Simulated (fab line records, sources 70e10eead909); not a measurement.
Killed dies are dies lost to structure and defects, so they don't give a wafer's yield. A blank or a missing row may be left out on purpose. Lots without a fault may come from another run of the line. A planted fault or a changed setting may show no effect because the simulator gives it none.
Chamber matching | flow nand_harc | NHARC_A_STAIRCASE_DEP_471 on pecvd-03: 3 sister chambers
The step deposits SiO2, target thk 100 nm. 3 wafers are shown with their chamber, then 9 later ones without.

WAFERS WITH THEIR CHAMBER
wafer  | chamber | throttle_valve_pct (%)
L090.4 | 0       | 16.0
L090.5 | 2       | 15.6
L090.6 | 1       | 17.2

WAFERS WITHOUT THEIR CHAMBER
wafer  | throttle_valve_pct (%)
L094.4 | 17.1
L094.5 | 16.1
L094.6 | 15.4
L091.1 | 15.7
L091.3 | 15.4
L091.4 | 15.8
L097.1 | 16.1
L097.2 | 15.4
L097.4 | 16.0

WHICH CHAMBER EACH WENT THROUGH
wafer  | from the rows above     | in truth
L094.4 | 1                       | 1
L094.5 | 0                       | 0
L094.6 | 2                       | 2
L091.1 | can't be placed: 2 or 0 | 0
L091.3 | 2                       | 2
L091.4 | can't be placed: 0 or 2 | 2
L097.1 | 0                       | 0
L097.2 | 2                       | 2
L097.4 | 0                       | 0
Placed correctly: 7 of 9. Can't be placed from these rows: 2 (the true chamber is among the candidates in 2). Placed wrongly: 0.
How it was worked out, from the rows above alone: a wafer's distance from a chamber is the root of the sum, over the readings, of the square of ((its reading less the chamber's mean) divided by the reading's scatter). The wafer belongs to the nearest chamber; if the next one is less than 2 further off, it can't be placed. A chamber's mean is the mean of its shown wafers. The scatter: with one shown wafer a chamber, the root of the mean of the squares of how far each hidden wafer lies from its nearest shown one.
